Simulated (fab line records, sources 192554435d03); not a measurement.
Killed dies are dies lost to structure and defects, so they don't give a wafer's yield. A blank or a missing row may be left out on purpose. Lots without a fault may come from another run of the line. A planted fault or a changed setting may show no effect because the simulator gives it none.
Tool commonality check | flow n5_finfet | 11 lots, 32 wafers sampled

WHY IT WAS OPENED
At N5_BEOL_M5_OVL_MEAS_29 the reading V4_OVL is flagged on 3 of 11 lots. Wafers without a fault read -0.4 nm, standard deviation 0.71.
Rule: a lot is flagged when every wafer of it that has a number lies more than 4 standard deviations from that mean, or none has a number. The other lots count as sound.

lot  | measured     | on         | V4_OVL (nm), wafer by wafer | flag
L904 | day 8 13:35  | overlay-01 | -1.1 -1.0 0.3               |
L905 | day 8 13:55  | overlay-01 | 0.5 -0.2 0.0                |
L908 | day 9 13:13  | overlay-02 | 0.2 -0.5                    |
L910 | day 9 20:24  | overlay-01 | -1.0 0.0 0.2                |
L912 | day 10 13:37 | overlay-01 | 4.7 3.9 5.2                 | FLAGGED
L914 | day 10 17:53 | overlay-02 | 3.5 4.9 4.2                 | FLAGGED
L913 | day 10 18:03 | overlay-02 | 3.8 3.7 3.3                 | FLAGGED
L917 | day 11 11:32 | overlay-01 | -1.3 -1.0 -0.7              |
L919 | day 11 18:04 | overlay-01 | 1.0 0.9 -0.2                |
L920 | day 11 19:04 | overlay-01 | -0.5 -1.8 -0.5              |
L921 | day 12 02:36 | overlay-02 | 0.2 -1.2 -0.6               |
The numbers of the flagged lots are 4.1 nm on average: +4.5 nm against the usual, or +6 standard deviations.

WHICH TOOL RAN EACH LOT
The record holds 2 process steps before the reading, out of a route of 1938 steps. In each cell: the tool, then ch and the chambers that the sampled wafers went through, then the start.
lot  | flag    | N5_BEOL_M5_ILD_DEP_00           | N5_BEOL_M5_EXPOSE_25
L904 |         | pecvd-01 ch 1,2, day 8 10:12    | euv_scanner-02 ch 0, day 8 13:25
L905 |         | pecvd-03 ch 0,1,2, day 8 10:32  | euv_scanner-01 ch 0, day 8 13:45
L908 |         | pecvd-02 ch 1,2, day 9 09:20    | euv_scanner-02 ch 0, day 9 13:02
L910 |         | pecvd-02 ch 0, day 9 14:07      | euv_scanner-01 ch 0, day 9 20:14
L912 | FLAGGED | pecvd-02 ch 0,1,2, day 10 09:25 | euv_scanner-01 ch 0, day 10 13:26
L914 | FLAGGED | pecvd-03 ch 0,1, day 10 15:32   | euv_scanner-01 ch 0, day 10 17:43
L913 | FLAGGED | pecvd-01 ch 0,1,2, day 10 15:48 | euv_scanner-01 ch 0, day 10 17:53
L917 |         | pecvd-03 ch 0,1, day 11 08:26   | euv_scanner-02 ch 0, day 11 11:22
L919 |         | pecvd-02 ch 0,1,2, day 11 14:14 | euv_scanner-02 ch 0, day 11 17:54
L920 |         | pecvd-03 ch 0,1, day 11 16:11   | euv_scanner-02 ch 0, day 11 18:54
L921 |         | pecvd-01 ch 1,2, day 11 21:38   | euv_scanner-02 ch 0, day 12 02:26
What these steps do:
- N5_BEOL_M5_ILD_DEP_00: deposits SiCOH lowk from DEMS/porogen, target thk 140.64 nm, time 25.9 s.
- N5_BEOL_M5_EXPOSE_25: exposes mask V4, defocus 10 nm.
- N5_BEOL_M5_OVL_MEAS_29

FLAGGED OVER TOTAL, TOOL BY TOOL (the gauges that took the reading come last)
step                   | tool           | lots run | flagged | share of the flagged lots | sound lots run after its first flagged lot
N5_BEOL_M5_ILD_DEP_00  | pecvd-01       | 3        | 1       | some                      | 1 (L921)
N5_BEOL_M5_ILD_DEP_00  | pecvd-02       | 4        | 1       | some                      | 1 (L919)
N5_BEOL_M5_ILD_DEP_00  | pecvd-03       | 4        | 1       | some                      | 2 (L917,L920)
N5_BEOL_M5_EXPOSE_25   | euv_scanner-01 | 5        | 3       | all                       | 0
N5_BEOL_M5_EXPOSE_25   | euv_scanner-02 | 6        | 0       | none                      | -
N5_BEOL_M5_OVL_MEAS_29 | overlay-01     | 7        | 1       | some                      | 3 (L917,L919,L920)
N5_BEOL_M5_OVL_MEAS_29 | overlay-02     | 4        | 2       | some                      | 1 (L921)

WHAT THE TABLE ALLOWS
1 row of the table ran every flagged lot: euv_scanner-01 at N5_BEOL_M5_EXPOSE_25.
- euv_scanner-01 at N5_BEOL_M5_EXPOSE_25: 3 of its 5 lots flagged. Its last sound lot is L910 (day 9 20:14), its first flagged lot L912 (day 10 13:26): a fault that began between those two fits.
One tool is left: euv_scanner-01 at N5_BEOL_M5_EXPOSE_25.

WHAT THE SIMULATOR HAD PUT IN
Scanner matching overlay: euv_scanner-01, from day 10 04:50 on, at N5_BEOL_M5_EXPOSE_25. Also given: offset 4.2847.
Lots struck among those shown: L912, L914, L913. The rule above found the same.
